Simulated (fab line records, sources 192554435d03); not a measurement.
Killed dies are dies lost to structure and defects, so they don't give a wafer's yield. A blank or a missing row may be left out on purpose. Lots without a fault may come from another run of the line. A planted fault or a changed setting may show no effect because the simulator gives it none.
Chamber matching | flow n5_finfet | N5_BEOL_M5_CO_CAP_78 on cvd_co-02: 3 sister chambers
The step material Co, precursor CCTBA/H2, target thk 2 nm, time 102.1 s. 6 wafers are shown with their chamber, then 12 later ones without.

WAFERS WITH THEIR CHAMBER
wafer  | chamber | heater_power_w (W)
L077.5 | 1       | 230
L085.2 | 1       | 236
L085.4 | 0       | 234
L086.1 | 2       | 223
L086.3 | 0       | 227
L086.5 | 2       | 217

WAFERS WITHOUT THEIR CHAMBER
wafer  | heater_power_w (W)
L084.3 | 223
L084.5 | 227
L084.6 | 237
L088.2 | 240
L088.5 | 237
L088.6 | 230
L093.2 | 225
L093.5 | 242
L093.6 | 220
L092.3 | 218
L092.5 | 221
L092.6 | 237

WHICH CHAMBER EACH WENT THROUGH
wafer  | from the rows above          | in truth
L084.3 | can't be placed: 2 or 0 or 1 | 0
L084.5 | can't be placed: 0 or 1 or 2 | 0
L084.6 | can't be placed: 1 or 0      | 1
L088.2 | can't be placed: 1 or 0      | 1
L088.5 | can't be placed: 1 or 0      | 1
L088.6 | can't be placed: 0 or 1      | 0
L093.2 | can't be placed: 2 or 0 or 1 | 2
L093.5 | can't be placed: 1 or 0      | 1
L093.6 | 2                            | 2
L092.3 | 2                            | 2
L092.5 | can't be placed: 2 or 0      | 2
L092.6 | can't be placed: 1 or 0      | 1
Placed correctly: 2 of 12. Can't be placed from these rows: 10 (the true chamber is among the candidates in 10). Placed wrongly: 0.
How it was worked out, from the rows above alone: a wafer's distance from a chamber is the root of the sum, over the readings, of the square of ((its reading less the chamber's mean) divided by the reading's scatter). The wafer belongs to the nearest chamber; if the next one is less than 2 further off, it can't be placed. A chamber's mean is the mean of its shown wafers. The scatter: the root of (the sum of the squares of (reading less its chamber's mean) over the shown wafers, divided by (wafers less chambers)).
